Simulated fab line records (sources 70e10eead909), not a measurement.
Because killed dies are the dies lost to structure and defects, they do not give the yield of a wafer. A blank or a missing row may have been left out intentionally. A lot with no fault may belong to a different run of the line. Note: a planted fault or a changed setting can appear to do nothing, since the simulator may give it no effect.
2 desks, one fault / flow nand_harc / each desk has only its own numbers; what lay behind them comes last

AT THE TOOL OWNER'S DESK: cmp-04
The tool's own readings at NHARC_A_WL_FILL_CMP_12 (polishes, t overpolish 30 s, target thk 75 nm): means of the sampled wafers that have a number, for each lot that ran on this tool. A lot is out of limits, marked OUT, if its mean lies more than 4 standard deviations from the usual mean; the brackets give that distance.
Columns: A = motor_current_A at NHARC_A_WL_FILL_CMP_12, usual 11.5 A; B = overpolish_run_s at NHARC_A_WL_FILL_CMP_12, usual 30.001 s; C = slurry_filter_dp_kPa at NHARC_A_WL_FILL_CMP_12, usual 13.52 kPa; D = time_to_endpoint_s at NHARC_A_WL_FILL_CMP_12, usual 14.6 s
lot=L776; first seen here=day 16 11:29; A=11.9; B=29.998; C=13.49; D=17.0
lot=L775; first seen here=day 16 19:58; A=10.5; B=30.005; C=13.50; D=17.5
lot=L779; first seen here=day 17 04:47; A=11.6; B=30.006; C=13.41; D=15.6
lot=L795; first seen here=day 21 11:07; A=12.9; B=29.995; C=13.53; D=14.8
This desk's finding: nothing out of limits on any of the 4 lots.

THE DEFECT DESK
Lot by lot, what the route's inspections counted, given as the mean of those sampled wafers with a number. A lot is out of limits, marked OUT, if its mean lies more than 4 standard deviations from the usual mean; the brackets give that distance.
Columns: A = raw_defect_count at NHARC_A_WL_FILL_INSPECT_15, usual 404
lot=L777; first seen here=day 16 10:25; A=644
lot=L776; first seen here=day 16 11:53; A=359
lot=L775; first seen here=day 16 20:24; A=892 (+4.1) OUT
lot=L779; first seen here=day 17 05:16; A=777
lot=L784; first seen here=day 18 21:08; A=510
lot=L785; first seen here=day 19 07:09; A=356
lot=L788; first seen here=day 19 13:14; A=556
lot=L786; first seen here=day 19 16:33; A=537
lot=L791; first seen here=day 20 15:55; A=310
lot=L792; first seen here=day 20 17:33; A=400
lot=L795; first seen here=day 21 11:35; A=325
lot=L796; first seen here=day 22 16:46; A=402
Finding of this desk: L775 out of limits; the first was L775 at day 16 20:24, on raw_defect_count at NHARC_A_WL_FILL_INSPECT_15. L777, L776, L779, L784, L785, L788, L786, L791, L792, L795, L796: within limits.

TAKEN TOGETHER
The defect desk could have raised an alarm at day 16 20:24, on L775.
The tool owner's desk saw nothing out of limits.
The tool owner's desk has L775 on record, within its limits.
All the named lots went through NHARC_A_WL_FILL_CMP_12 on cmp-04.

WHAT THE SIMULATOR PUT IN
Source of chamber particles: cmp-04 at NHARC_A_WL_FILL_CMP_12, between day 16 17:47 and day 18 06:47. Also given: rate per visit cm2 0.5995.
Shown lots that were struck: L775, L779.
Hours from the fault's start to each desk's first reading out of limits: the defect desk, 3.
